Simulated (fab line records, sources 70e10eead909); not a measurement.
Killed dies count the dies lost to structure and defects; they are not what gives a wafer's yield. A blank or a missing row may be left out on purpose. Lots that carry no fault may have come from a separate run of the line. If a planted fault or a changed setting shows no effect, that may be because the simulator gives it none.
fab line records	flow nandHarc
record: lots: 24	wafers: 72	lastDay: 25
route steps=1159 shown A_M0@1004 A_M1@1039 A_BONDPAD@1059
lots untouched by any fault: they come from a run of this same line in which no faults occurred
startH: start of the lot's first displayed wafer, in hours after the record's first day	waitH: hours since the lot's step before	" repeats the value in the row above	L1.1+2: several wafers, shown together as one row	- no value, or no start was given	* or withheld: withheld	< > ~ a bound
route shown NAME@n: names a module that has steps shown in the file, with the first one's number in the route	usual: average and standard deviation across the fault-free wafers	same: alike in all rows	chamber/n: place in a boat	sites: the reading at each site	_std_site: their standard deviation	_edge_site: outer sites' mean less inner sites'	radiusMm: how far each site lies from the wafer's centre	mask NAME#n: copy n	behind: the tool/chamber that last shaped the wafer	hold: why the lot went on hold/how many hours it stayed there/how the hold came to an end	device: which transistor (n, p or np) failed to switch	end of line: at the end of the route, the tests of the same wafers	a step without rows: its recipe alone	killed: the dies lost at the first sort to structure and to defects; this is not the yield of the wafer	map: dies across one wafer; x = killed, . = not, _ = none there
set.NAME: the setting the step ran with; set.NAME@STEP: the setting that earlier step ran with	model.NAME: the simulator's own value behind a step, which no gauge read
steps of the route over a sample of lots; a table a step, a row a wafer
services: a tool's chamber out of use, with start hour (startH, from the record's first day; less than 0 if before it), hours out, and reason
== steps ==
step: NHARC_A_M0_CD_MEAS_09
recipe: targetCdNm: 80	landingEnergyEv: 500
usual: cdNm: 79.5/0.62
lot.wafer	tool	chamber	startH	waitH	cdNm
L074.1	cdSem-01	0	411.07	-	79.6
L074.3	"	0	"	"	79.5
L074.4	"	0	"	"	78.5
L076.2	cdSem-02	0	411.84	-	80.0
L076.3	"	0	"	"	79.7
L076.5	"	0	"	"	80.3
L075.1	cdSem-02	0	411.99	-	80.9
L075.4	"	0	"	"	79.8
L075.5	"	0	"	"	80.6
L077.1	cdSem-01	0	423.68	-	79.6
L077.2	"	0	"	"	80.0
L077.3	"	0	"	"	80.0
L079.1	cdSem-01	0	424.45	-	78.8
L079.2	"	0	"	"	79.4
L079.3	"	0	"	"	79.7
L078.1	cdSem-02	0	434.44	-	80.0
L078.5	"	0	"	"	79.6
L078.6	"	0	"	"	79.2
L082.1	cdSem-02	0	441.75	-	78.0
L082.4	"	0	"	"	79.6
L082.6	"	0	"	"	80.1
L081.2	cdSem-02	0	443.98	-	79.7
L081.5	"	0	"	"	79.2
L081.6	"	0	"	"	78.6
L080.3	cdSem-02	0	446.97	-	79.0
L080.4	"	0	"	"	79.6
L080.6	"	0	"	"	79.5
L083.1	cdSem-01	0	456.80	-	80.2
L083.3	"	0	"	"	79.7
L083.6	"	0	"	"	79.8
L084.2	cdSem-01	0	461.72	-	79.6
L084.3	"	0	"	"	79.6
L084.4	"	0	"	"	79.1
L088.2	cdSem-02	0	464.52	-	80.1
L088.4	"	0	"	"	80.4
L088.5	"	0	"	"	79.8
L087.2	cdSem-02	0	465.33	-	79.8
L087.4	"	0	"	"	80.5
L087.5	"	0	"	"	80.5
L086.3	cdSem-01	0	469.09	-	79.6
L086.4	"	0	"	"	79.3
L086.5	"	0	"	"	78.9
L085.3	cdSem-01	0	478.35	-	80.0
L085.5	"	0	"	"	79.3
L085.6	"	0	"	"	79.4
L089.1	cdSem-02	0	492.83	-	78.2
L089.5	"	0	"	"	78.6
L089.6	"	0	"	"	78.4
L091.2	cdSem-01	0	497.95	-	79.9
L091.5	"	0	"	"	79.2
L091.6	"	0	"	"	78.9
L090.3	cdSem-01	0	499.10	-	78.6
L090.4	"	0	"	"	79.1
L090.5	"	0	"	"	79.8
L092.1	cdSem-01	0	499.36	-	79.6
L092.5	"	0	"	"	79.1
L092.6	"	0	"	"	80.2
L093.2	cdSem-01	0	507.55	-	79.6
L093.3	"	0	"	"	78.7
L093.6	"	0	"	"	79.8
L094.1	cdSem-01	0	508.62	-	79.6
L094.4	"	0	"	"	80.2
L094.6	"	0	"	"	80.3
L095.3	cdSem-02	0	516.63	-	79.3
L095.5	"	0	"	"	80.1
L095.6	"	0	"	"	80.4
L096.1	cdSem-03	0	516.78	-	80.3
L096.2	"	0	"	"	79.5
L096.4	"	0	"	"	80.8
L097.2	cdSem-02	0	551.15	-	79.0
L097.3	"	0	"	"	79.4
L097.4	"	0	"	"	78.8
step: NHARC_A_M0_ETCH_15
recipe: targetDepthA: 1500	overetchA: 150	timeS: 82.5	c4f8FlowSccm: withheld	arFlowSccm: 400	rfW: 600	biasW: 300	chemistry: C4F8/Ar
usual: oesProductAu: 0.948/0.027	rfVppV: 441/3.1
lot.wafer	tool	chamber	startH	waitH	oesProductAu	rfHoursCounterH	rfVppV
L074.3	rieDiel-05	1	-	-	0.975	5	442
L074.1	"	2	"	"	0.974	4	444
L074.4	"	3	"	"	0.966	6	436
L076.2	rieDiel-05	3	-	-	0.962	6	437
L076.3	"	1	"	"	0.960	5	442
L076.5	"	3	"	"	0.964	-	436
L075.1	rieDiel-10	1	-	-	0.958	4	443
L075.4	"	0	"	"	0.937	4	439
L075.5	"	1	"	"	0.949	-	442
L077.3	rieDiel-10	3	-	-	0.996	5	439
L077.2	"	1	"	"	0.965	5	442
L077.1	"	2	"	"	0.973	4	445
L079.1	rieDiel-03	2	-	-	0.952	1	438
L079.2	"	0	"	"	0.979	1	446
L079.3	"	1	"	"	0.972	1	443
L078.1	rieDiel-03	0	-	-	0.986	2	444
L078.6	"	3	"	"	0.963	-	436
L078.5	"	0	"	"	0.990	-	445
L082.4	rieDiel-03	0	-	-	1.003	2	445
L082.1	"	3	"	"	0.995	2	436
L082.6	"	0	"	"	0.993	-	444
L081.2	rieDiel-05	3	-	-	0.953	8	436
L081.5	"	2	"	"	0.982	-	446
L081.6	"	3	"	"	0.958	-	437
L080.4	rieDiel-10	1	-	-	0.922	7	441
L080.3	"	0	"	"	0.918	6	438
L080.6	"	1	"	"	0.926	-	443
L083.3	rieDiel-05	2	-	-	0.926	7	446
L083.1	"	1	"	"	0.927	8	440
L083.6	"	2	"	"	0.925	-	445
L084.2	rieDiel-05	1	-	-	0.937	8	443
L084.3	"	2	"	"	0.922	7	446
L084.4	"	3	"	"	0.902	9	438
L088.4	rieDiel-05	1	-	-	0.985	8	444
L088.2	"	3	"	"	0.961	9	437
L088.5	"	0	"	"	0.962	-	442
L087.4	rieDiel-03	2	-	-	0.982	4	439
L087.2	"	0	"	"	0.982	5	444
L087.5	"	1	"	"	0.968	-	445
L086.3	rieDiel-05	3	-	-	0.905	9	438
L086.4	"	0	"	"	0.920	9	441
L086.5	"	2	"	"	0.925	-	445
L085.3	rieDiel-10	2	-	-	0.925	9	446
L085.6	"	0	"	"	0.909	-	438
L085.5	"	1	"	"	0.918	-	441
L089.1	rieDiel-03	2	-	-	0.925	6	439
L089.6	"	1	"	"	0.933	-	443
L089.5	"	2	"	"	0.934	-	437
L091.2	rieDiel-05	1	-	-	0.929	11	442
L091.5	"	2	"	"	0.928	-	445
L091.6	"	3	"	"	0.919	-	438
L090.4	rieDiel-05	3	-	-	0.966	13	436
L090.3	"	1	"	"	0.965	11	441
L090.5	"	3	"	"	0.958	-	437
L092.1	rieDiel-03	3	-	-	0.940	5	436
L092.6	"	3	"	"	0.931	-	436
L092.5	"	0	"	"	0.938	-	445
L093.3	rieDiel-05	3	-	-	0.917	13	436
L093.2	"	1	"	"	0.927	11	441
L093.6	"	2	"	"	0.936	-	446
L094.4	rieDiel-10	0	-	-	0.909	9	437
L094.1	"	1	"	"	0.921	10	442
L094.6	"	0	"	"	0.906	-	438
L095.3	rieDiel-05	1	-	-	0.929	12	443
L095.5	"	2	"	"	0.930	-	444
L095.6	"	3	"	"	0.916	-	436
L096.4	rieDiel-10	3	-	-	0.931	9	440
L096.2	"	0	"	"	0.915	9	438
L096.1	"	1	"	"	0.923	10	441
L097.2	rieDiel-10	3	-	-	0.967	0	439
L097.4	"	0	"	"	0.983	1	438
L097.3	"	1	"	"	0.968	1	442
step: NHARC_A_M0_PRE_CLEAN_31
recipe: timeS: 12	tempC: 370	rfPowerW: 300	gas: NH3
usual: heaterPowerW: 639/92
lot.wafer	tool	chamber	startH	waitH	heaterPowerW
L074.3	pecvd-04	2	413.82	0.1	596
L074.1	"	0	"	"	671
L074.4	"	2	"	"	607
L076.2	pecvd-03	0	414.62	0.1	849
L076.3	"	1	"	"	652
L076.5	"	2	"	"	653
L075.1	pecvd-04	1	414.88	0.1	733
L075.4	"	1	"	"	741
L075.5	"	2	"	"	614
L077.1	pecvd-04	2	426.41	0.1	618
L077.3	"	0	"	"	647
L077.2	"	1	"	"	762
L079.3	pecvd-04	0	427.20	0.1	670
L079.2	"	1	"	"	710
L079.1	"	2	"	"	558
L078.1	pecvd-03	0	437.53	0.1	698
L078.5	"	0	"	"	706
L078.6	"	2	"	"	752
L082.1	pecvd-04	0	444.81	0.1	607
L082.4	"	0	"	"	598
L082.6	"	1	"	"	731
L081.2	pecvd-01	1	446.75	0.1	664
L081.6	"	0	"	"	696
L081.5	"	1	"	"	695
L080.3	pecvd-04	1	449.95	0.1	706
L080.4	"	2	"	"	540
L080.6	"	1	"	"	705
L083.3	pecvd-01	2	459.65	0.1	402
L083.1	"	0	"	"	641
L083.6	"	2	"	"	405
L084.3	pecvd-04	1	464.51	0.1	637
L084.2	"	2	"	"	625
L084.4	"	1	"	"	614
L088.2	pecvd-01	2	467.27	0.1	472
L088.5	"	2	"	"	470
L088.4	"	0	"	"	686
L087.2	pecvd-04	1	468.10	0.1	714
L087.4	"	0	"	"	583
L087.5	"	2	"	"	598
L086.3	pecvd-03	1	471.85	0.1	585
L086.5	"	2	"	"	747
L086.4	"	0	"	"	839
L085.3	pecvd-01	2	481.10	0.1	404
L085.5	"	2	"	"	412
L085.6	"	0	"	"	564
L089.1	pecvd-03	0	495.63	0.1	800
L089.5	"	1	"	"	605
L089.6	"	2	"	"	649
L091.2	pecvd-03	2	500.74	0.1	644
L091.5	"	1	"	"	568
L091.6	"	0	"	"	731
L090.3	pecvd-01	1	501.88	0.1	678
L090.5	"	1	"	"	686
L090.4	"	2	"	"	481
L092.1	pecvd-04	1	502.21	0.2	740
L092.5	"	1	"	"	752
L092.6	"	2	"	"	564
L093.3	pecvd-01	0	510.29	0.1	644
L093.2	"	1	"	"	704
L093.6	"	1	"	"	707
L094.1	pecvd-01	0	511.36	0.1	675
L094.4	"	1	"	"	650
L094.6	"	2	"	"	472
L095.3	pecvd-04	2	519.39	0.1	627
L095.6	"	0	"	"	651
L095.5	"	2	"	"	647
L096.2	pecvd-01	2	519.69	0.1	411
L096.1	"	0	"	"	711
L096.4	"	0	"	"	689
L097.2	pecvd-04	1	554.01	0.1	664
L097.3	"	2	"	"	598
L097.4	"	1	"	"	678
step: NHARC_A_M1_DESCUM_14
recipe: timeS: 3	o2FlowSccm: 200	arFlowSccm: 0	biasPowerW: 0	chemistry: O2
usual: drypumpMotorCurrentA: 5.7/0.44	oesProductAu: 0.999/0.012	rfVppV: 58.1/0.89	showerheadPlenumPTorr: 1.97/0.085	throttleValvePct: 11.311/0.009
lot.wafer	tool	chamber	startH	waitH	drypumpMotorCurrentA	oesProductAu	rfHoursCounterH	rfVppV	showerheadPlenumPTorr	throttleValvePct
L074.4	rieDiel-06	1	415.21	0.1	5.4	1.025	4	59.3	2.04	11.288
L074.3	"	2	"	"	6.2	0.987	4	57.9	2.02	11.312
L074.1	"	0	"	"	6.7	1.007	4	58.1	1.81	11.318
L076.3	rieDiel-09	1	416.11	0.1	5.9	0.990	12	56.9	1.94	11.300
L076.2	"	2	"	"	5.0	0.996	11	56.7	1.95	11.302
L076.5	"	1	"	"	5.9	0.983	-	59.1	1.94	11.317
L075.4	rieDiel-06	3	416.41	0.1	6.2	0.980	4	59.1	2.05	11.316
L075.1	"	1	"	"	5.4	1.015	4	60.1	2.04	11.305
L075.5	"	3	"	"	6.2	1.001	-	58.6	2.05	11.310
L077.1	rieDiel-09	3	427.80	0.1	5.6	0.985	10	58.1	2.05	11.315
L077.2	"	1	"	"	5.9	0.997	13	59.2	1.94	11.301
L077.3	"	2	"	"	5.0	0.994	11	57.7	1.95	11.289
L079.1	rieDiel-09	3	428.60	0.1	5.6	0.994	10	59.1	2.05	11.309
L079.2	"	0	"	"	5.3	1.002	12	58.0	2.00	11.300
L079.3	"	2	"	"	5.0	0.991	11	57.1	1.95	11.303
L078.1	rieDiel-12	3	439.22	0.1	6.2	1.009	4	57.6	2.03	11.304
L078.5	"	0	"	"	5.5	0.985	-	58.5	2.02	11.309
L078.6	"	1	"	"	5.3	1.010	-	58.6	1.78	11.313
L082.4	rieDiel-06	1	446.41	0.1	5.4	1.014	1	58.6	2.04	11.328
L082.1	"	3	"	"	6.1	0.993	1	58.4	2.05	11.308
L082.6	"	0	"	"	6.6	1.005	-	56.7	1.81	11.309
L081.2	rieDiel-09	2	448.25	0.1	5.0	1.000	0	59.4	1.95	11.321
L081.6	"	0	"	"	5.3	1.007	-	58.3	2.00	11.299
L081.5	"	2	"	"	5.0	1.009	-	58.0	1.95	11.332
L080.3	rieDiel-12	0	451.45	0.1	5.5	0.981	5	58.5	2.02	11.299
L080.4	"	1	"	"	5.3	1.017	5	57.5	1.78	11.324
L080.6	"	3	"	"	6.2	0.997	-	58.6	2.03	11.311
L083.3	rieDiel-09	1	461.16	0.1	5.9	0.991	1	58.4	1.94	11.302
L083.1	"	2	"	"	5.0	1.019	2	58.5	1.95	11.310
L083.6	"	2	"	"	5.0	1.009	-	59.3	1.95	11.313
L084.3	rieDiel-06	1	465.92	0.1	5.4	1.021	1	58.9	2.04	11.324
L084.2	"	2	"	"	6.2	0.993	1	58.8	2.02	11.312
L084.4	"	3	"	"	6.1	0.989	1	58.4	2.05	11.306
L088.2	rieDiel-09	1	468.77	0.1	5.9	0.985	3	56.7	1.94	11.310
L088.4	"	2	"	"	5.0	1.011	-	57.3	1.95	11.294
L088.5	"	1	"	"	5.9	0.980	-	58.7	1.94	11.322
L087.4	rieDiel-06	3	469.62	0.1	6.1	0.985	1	58.1	2.05	11.313
L087.2	"	0	"	"	6.7	0.995	1	56.6	1.81	11.301
L087.5	"	1	"	"	5.4	1.011	-	59.5	2.04	11.307
L086.4	rieDiel-12	0	473.41	0.1	5.5	0.983	6	57.4	2.02	11.320
L086.3	"	1	"	"	5.3	1.002	6	57.2	1.78	11.304
L086.5	"	1	"	"	5.3	1.008	-	56.3	1.78	11.315
L085.3	rieDiel-09	3	482.75	0.1	5.6	1.000	2	58.9	2.05	11.318
L085.6	"	0	"	"	5.3	1.011	-	60.4	2.00	11.308
L085.5	"	1	"	"	5.9	0.985	-	57.8	1.94	11.314
L089.1	rieDiel-12	3	497.28	0.1	6.2	1.005	7	58.8	2.03	11.309
L089.5	"	2	"	"	5.8	1.003	-	59.6	2.02	11.316
L089.6	"	3	"	"	6.1	1.005	-	58.9	2.03	11.310
L091.2	rieDiel-06	1	502.24	0.1	5.4	1.015	2	58.9	2.04	11.312
L091.5	"	1	"	"	5.4	1.015	-	57.2	2.04	11.301
L091.6	"	3	"	"	6.1	0.981	-	58.6	2.05	11.320
L090.4	rieDiel-12	1	503.26	0.1	5.3	1.002	8	56.9	1.78	11.325
L090.3	"	2	"	"	5.8	0.988	8	58.1	2.01	11.331
L090.5	"	3	"	"	6.2	0.988	-	57.7	2.03	11.302
L092.1	rieDiel-12	0	504.01	0.1	5.5	0.977	9	59.0	2.02	11.307
L092.6	"	0	"	"	5.5	0.983	-	59.5	2.01	11.306
L092.5	"	1	"	"	5.3	0.995	-	56.3	1.78	11.325
L093.3	rieDiel-12	0	511.78	0.1	5.5	0.976	9	58.8	2.01	11.309
L093.2	"	2	"	"	5.7	0.981	8	59.5	2.01	11.312
L093.6	"	0	"	"	5.5	0.982	-	57.9	2.01	11.314
L094.1	rieDiel-12	1	512.76	0.1	5.2	0.999	8	57.6	1.78	11.316
L094.4	"	2	"	"	5.8	1.005	8	57.7	2.01	11.327
L094.6	"	1	"	"	5.2	1.005	-	58.0	1.78	11.308
L095.3	rieDiel-12	0	520.88	0.1	5.5	0.990	9	58.9	2.02	11.309
L095.5	"	3	"	"	6.1	0.997	-	57.5	2.03	11.312
L095.6	"	0	"	"	5.5	0.977	-	59.2	2.01	11.316
L096.4	rieDiel-09	0	521.17	0.1	5.3	1.016	7	58.0	1.99	11.311
L096.1	"	1	"	"	5.9	0.993	6	59.2	1.94	11.310
L096.2	"	3	"	"	5.6	0.994	5	57.8	2.05	11.308
L097.2	rieDiel-09	0	555.53	0.1	5.3	1.012	9	57.8	1.99	11.313
L097.3	"	1	"	"	5.9	0.980	9	57.8	1.94	11.307
L097.4	"	2	"	"	5.0	1.011	10	58.6	1.95	11.307
step: NHARC_A_BONDPAD_DEP_00
recipe: targetThkA: 2500	tempC: 370	targetThkNm: 250	pressureTorr: 3	flowSccm: 200	rfW: 450	material: SiCN
usual: heaterPowerW: 548/76
lot.wafer	tool	chamber	startH	waitH	heaterPowerW
L074.1	pecvd-02	2	418.52	-	535
L074.3	"	1	"	"	627
L074.4	"	2	"	"	538
L076.2	pecvd-04	2	420.04	-	562
L076.3	"	1	"	"	693
L076.5	"	1	"	"	712
L075.1	pecvd-02	1	420.18	-	625
L075.5	"	0	"	"	484
L075.4	"	1	"	"	630
L077.1	pecvd-01	0	431.38	-	582
L077.2	"	1	"	"	617
L077.3	"	0	"	"	598
L079.1	pecvd-01	0	432.22	-	577
L079.2	"	1	"	"	594
L079.3	"	1	"	"	598
L078.1	pecvd-02	2	442.58	-	473
L078.6	"	0	"	"	528
L078.5	"	1	"	"	631
L082.1	pecvd-02	0	450.07	-	531
L082.4	"	1	"	"	625
L082.6	"	0	"	"	539
L081.2	pecvd-04	2	-	-	589
L081.5	"	1	"	"	700
L081.6	"	2	"	"	593
L080.3	pecvd-02	2	455.52	-	531
L080.6	"	1	"	"	619
L080.4	"	2	"	"	440
L083.1	pecvd-01	0	464.78	-	530
L083.3	"	1	"	"	585
L083.6	"	1	"	"	591
L084.3	pecvd-02	0	469.83	-	514
L084.2	"	1	"	"	556
L084.4	"	2	"	"	489
L088.2	pecvd-01	2	-	-	417
L088.5	"	1	"	"	593
L088.4	"	0	"	"	640
L087.2	pecvd-02	1	473.30	-	595
L087.4	"	1	"	"	614
L087.5	"	0	"	"	477
L086.3	pecvd-02	1	477.02	-	532
L086.4	"	0	"	"	499
L086.5	"	1	"	"	528
L085.3	pecvd-02	1	486.01	-	633
L085.6	"	2	"	"	473
L085.5	"	0	"	"	457
L089.1	pecvd-01	2	-	-	449
L089.5	"	0	"	"	616
L089.6	"	1	"	"	635
L091.2	pecvd-02	2	505.58	-	512
L091.6	"	0	"	"	515
L091.5	"	1	"	"	614
L090.3	pecvd-01	2	506.81	-	381
L090.5	"	0	"	"	602
L090.4	"	1	"	"	633
L092.1	pecvd-01	2	507.71	-	394
L092.6	"	1	"	"	619
L092.5	"	2	"	"	397
L093.2	pecvd-02	1	515.31	-	596
L093.3	"	2	"	"	499
L093.6	"	1	"	"	625
L094.1	pecvd-04	0	516.19	-	588
L094.4	"	0	"	"	604
L094.6	"	1	"	"	649
L095.3	pecvd-01	2	524.28	-	438
L095.6	"	2	"	"	431
L095.5	"	0	"	"	603
L096.1	pecvd-01	1	-	-	569
L096.2	"	2	"	"	400
L096.4	"	1	"	"	557
L097.3	pecvd-01	1	-	-	563
L097.2	"	2	"	"	352
L097.4	"	0	"	"	637
step: NHARC_A_BONDPAD_CMP_29
recipe: targetThkNm: 200	material: SiCN
usual: motorCurrentA: 12.1/1.6
lot.wafer	tool	chamber	startH	waitH	motorCurrentA
L074.1	cmp-01	0	418.93	-	11.4
L074.3	"	1	"	"	11.0
L074.4	"	2	"	"	11.4
L076.3	cmp-02	1	420.44	-	13.6
L076.2	"	3	"	"	16.9
L076.5	"	1	"	"	13.2
L075.4	cmp-01	3	420.49	-	13.0
L075.1	"	0	"	"	11.3
L075.5	"	3	"	"	13.3
L077.3	cmp-03	2	431.92	0.3	11.9
L077.2	"	0	"	"	11.6
L077.1	"	1	"	"	12.2
L079.3	cmp-01	2	432.78	0.3	10.7
L079.1	"	3	"	"	13.7
L079.2	"	0	"	"	11.4
L078.1	cmp-01	1	442.92	-	11.3
L078.6	"	0	"	"	11.5
L078.5	"	1	"	"	11.0
L082.4	cmp-02	1	450.46	-	13.0
L082.1	"	3	"	"	16.4
L082.6	"	1	"	"	13.7
L081.2	cmp-01	1	452.53	-	11.7
L081.5	"	2	"	"	11.1
L081.6	"	3	"	"	13.4
L080.4	cmp-02	0	455.83	-	10.7
L080.3	"	2	"	"	11.8
L080.6	"	1	"	"	13.3
L083.1	cmp-03	3	465.14	-	11.4
L083.3	"	2	"	"	11.2
L083.6	"	0	"	"	12.2
L084.3	cmp-02	0	470.20	-	11.5
L084.4	"	1	"	"	12.4
L084.2	"	3	"	"	17.3
L088.2	cmp-03	2	472.53	-	11.2
L088.4	"	1	"	"	11.4
L088.5	"	3	"	"	11.0
L087.4	cmp-02	2	473.70	-	11.8
L087.2	"	1	"	"	12.9
L087.5	"	3	"	"	17.5
L086.3	cmp-03	2	477.34	-	11.0
L086.4	"	3	"	"	10.6
L086.5	"	2	"	"	10.5
L085.3	cmp-03	0	486.45	-	11.6
L085.6	"	3	"	"	11.2
L085.5	"	0	"	"	12.1
L089.1	cmp-01	0	501.07	-	11.4
L089.5	"	2	"	"	10.8
L089.6	"	3	"	"	13.4
L091.2	cmp-01	2	506.03	-	11.1
L091.6	"	0	"	"	11.5
L091.5	"	1	"	"	11.2
L090.4	cmp-02	2	507.18	-	11.8
L090.3	"	3	"	"	16.7
L090.5	"	1	"	"	12.7
L092.1	cmp-02	0	508.03	-	11.1
L092.6	"	0	"	"	11.8
L092.5	"	1	"	"	13.3
L093.2	cmp-02	1	515.70	-	13.1
L093.3	"	2	"	"	12.1
L093.6	"	1	"	"	12.9
L094.1	cmp-01	1	516.62	-	11.2
L094.4	"	2	"	"	11.2
L094.6	"	0	"	"	10.4
L095.3	cmp-01	1	524.68	-	11.3
L095.5	"	1	"	"	11.4
L095.6	"	2	"	"	10.3
L096.4	cmp-02	2	524.95	-	11.8
L096.2	"	0	"	"	10.8
L096.1	"	1	"	"	12.4
L097.3	cmp-03	1	560.47	-	12.2
L097.4	"	2	"	"	11.1
L097.2	"	3	"	"	11.1
== services ==
tool	chamber	startH	hours	kind
cmp-02	-	398.80	0.3	repair
cmp-02	-	408.65	0.8	repair
cmp-01	-	409.22	4.1	repair
pecvd-01	-	418.21	13.0	pm
cmp-02	-	422.52	4.0	pm
rieDiel-12	3	427.24	3.9	repair
rieDiel-09	-	431.43	9.0	pm
rieDiel-09	1	448.12	5.6	repair
cmp-02	-	448.72	0.8	repair
rieDiel-09	3	459.15	12.2	repair
cmp-02	-	459.33	1.7	repair
pecvd-01	-	461.50	2.8	repair
cmp-01	-	476.03	4.0	pm
pecvd-02	-	478.08	2.4	repair
pecvd-04	2	478.29	19.0	repair
rieDiel-12	3	483.64	6.4	repair
cmp-01	-	483.79	7.8	repair
cmp-02	-	489.81	2.4	repair
pecvd-04	0	498.02	17.1	repair
pecvd-02	-	515.54	13.0	pm
rieDiel-05	-	517.60	9.0	pm
cmp-02	-	520.52	4.0	pm
pecvd-04	0	539.50	13.9	repair
pecvd-04	-	557.00	13.0	pm
== key ==
fault none
